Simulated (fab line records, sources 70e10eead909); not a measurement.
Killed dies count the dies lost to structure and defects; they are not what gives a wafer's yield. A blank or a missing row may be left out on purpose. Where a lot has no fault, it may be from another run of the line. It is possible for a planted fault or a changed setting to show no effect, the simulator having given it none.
A lot that was struck, set against a sound lot | flow nand-harc | 13 out of 1302 route steps
Sound: these wafers, L367.1, L367.2, L367.4. Struck: wafers L377.1, L377.2, L377.4. The cause comes at the end.
At each step with rows: each side's tool, then ch and its chambers, then its first start. Under that, the readings that differ: sound wafers | struck wafers | difference of the means | sigmas: that difference in standard deviations of wafers without a fault.
alike: words and numbers the same on both sides, and readings whose means are apart by under 2 such deviations; not compared: readings that were withheld, readings missing a value for some wafer, numbers with overlapping values and no deviation given by the record, and bounds like >300 which may hide the same value.
A row with sigmas, a row that says differs or no value, or rows on one side alone: a step with any of these is where the two part. Numbers that don't overlap but have no deviation are shown without sigmas and don't part them. Lack of a reading on every wafer of one side parts them only where that side has two or more wafers.

first, 1 step without rows for these wafers: NHARC_A_STAIRCASE_HARDBAKE_218 (time 140 s).
NHARC_A_STAIRCASE_DESCUM_219: chemistry O2, time 3 s.
  sound on rie-diel-13 ch 0,2,3, day 18 08:38; struck on rie-diel-13 ch 1,2,3, day 22 00:20
  reading                | sound                | struck               | difference | sigmas
  rf-hours-counter-h (h) | 25 17 22             | 45 52 52             | +28        |
  throttle-valve-pct (%) | 11.322 11.311 11.301 | 11.280 11.290 11.301 | -0.021     | -2
  alike: drypump-motor-current-A, oes-product-au, rf-vpp-V, showerhead-plenum-p-Torr
NHARC_A_STAIRCASE_TRIM_220: chemistry O2, time 211.2 s.
  sound on rie-diel-13 ch 0,2,3, day 18 08:52; struck on rie-diel-13 ch 1,2,3, day 22 01:08
  reading                | sound    | struck   | difference | sigmas
  rf-hours-counter-h (h) | 22 25 17 | 46 53 53 | +29        |
  alike: chamber-pressure-mTorr, drypump-motor-current-A, oes-product-au, rf-vpp-V, showerhead-plenum-p-Torr, throttle-valve-pct
then, 2 steps without rows for these wafers: NHARC_A_STAIRCASE_ETCH_221 (etches the open film in C4F8/O2, target depth 100 nm, time 40.5 s); NHARC_A_STAIRCASE_TRIM_222 (chemistry O2, time 211.2 s).
NHARC_A_STAIRCASE_ETCH_223: etches the open film in C4F8/O2, target depth 100 nm, time 40.5 s.
  sound: rie-diel-13 ch 0,1,3; struck: rie-diel-13 ch 0,1,3
  reading                | sound    | struck   | difference | sigmas
  rf-hours-counter-h (h) | 23 25 25 | 53 53 55 | +29        |
  alike: oes-product-au, rf-vpp-V
then, 2 steps without rows for these wafers: NHARC_A_STAIRCASE_TRIM_224 (chemistry O2, time 211.2 s); NHARC_A_STAIRCASE_ETCH_225 (etches the open film in C4F8/O2, target depth 100 nm, time 40.5 s).
NHARC_A_STAIRCASE_TRIM_226: chemistry O2, time 211.2 s.
  sound: rie-diel-13 ch 0,2,3; struck: rie-diel-13 ch 0,1,2
  reading                | sound    | struck   | difference | sigmas
  rf-hours-counter-h (h) | 23 25 18 | 47 53 55 | +30        |
  alike: chamber-pressure-mTorr, drypump-motor-current-A, oes-product-au, rf-vpp-V, showerhead-plenum-p-Torr, throttle-valve-pct
NHARC_A_STAIRCASE_ETCH_227: etches the open film in C4F8/O2, target depth 100 nm, time 40.5 s.
  sound: rie-diel-13 ch 0,1,2; struck: rie-diel-13 ch 0,2,3
  reading                | sound    | struck   | difference | sigmas
  rf-hours-counter-h (h) | 25 18 25 | 55 53 47 | +29        |
  alike: oes-product-au, rf-vpp-V
NHARC_A_STAIRCASE_TRIM_229: chemistry O2, time 211.2 s.
  sound on rie-diel-04 ch 2,3, day 18 10:02; struck on rie-diel-13 ch 1,2,3, day 22 02:10
  no value came back on the struck wafers for any of 7 readings (bias-w (W), chamber-pressure-mTorr (mTorr) and others); on the sound wafers bias-w (W) reads 0 0 0
  not compared: rf-hours-counter-h
then, 1 step without rows for these wafers: NHARC_A_STAIRCASE_ETCH_230 (etches the open film in C4F8/O2, target depth 100 nm, time 40.5 s).
-- record jumps: 8 days between struck wafers' starts before vs after; left off in module A_STAIRCASE, resumes in module END, first step shown is number 1302 of the route --
NHARC_END_SORT_01:
  sound on prober-02 ch 0, day 26 15:18; struck on prober-02 ch 0, day 30 02:35
  reading         | sound    | struck      | difference | sigmas
  killed-at-array | 45 50 55 | 674 673 675 | +624       | +37
  killed-dies     | 47 54 59 | 677 677 677 | +624       | +39
  killed-open     | 5 7 6    | 1 0 2       | -5         | -3
  alike: killed-at-other, killed-at-periphery, killed-short

== WHERE THEY PART ==
First at NHARC_A_STAIRCASE_DESCUM_219; last, within this record, at NHARC_END_SORT_01.

WHY: what the simulator had put in
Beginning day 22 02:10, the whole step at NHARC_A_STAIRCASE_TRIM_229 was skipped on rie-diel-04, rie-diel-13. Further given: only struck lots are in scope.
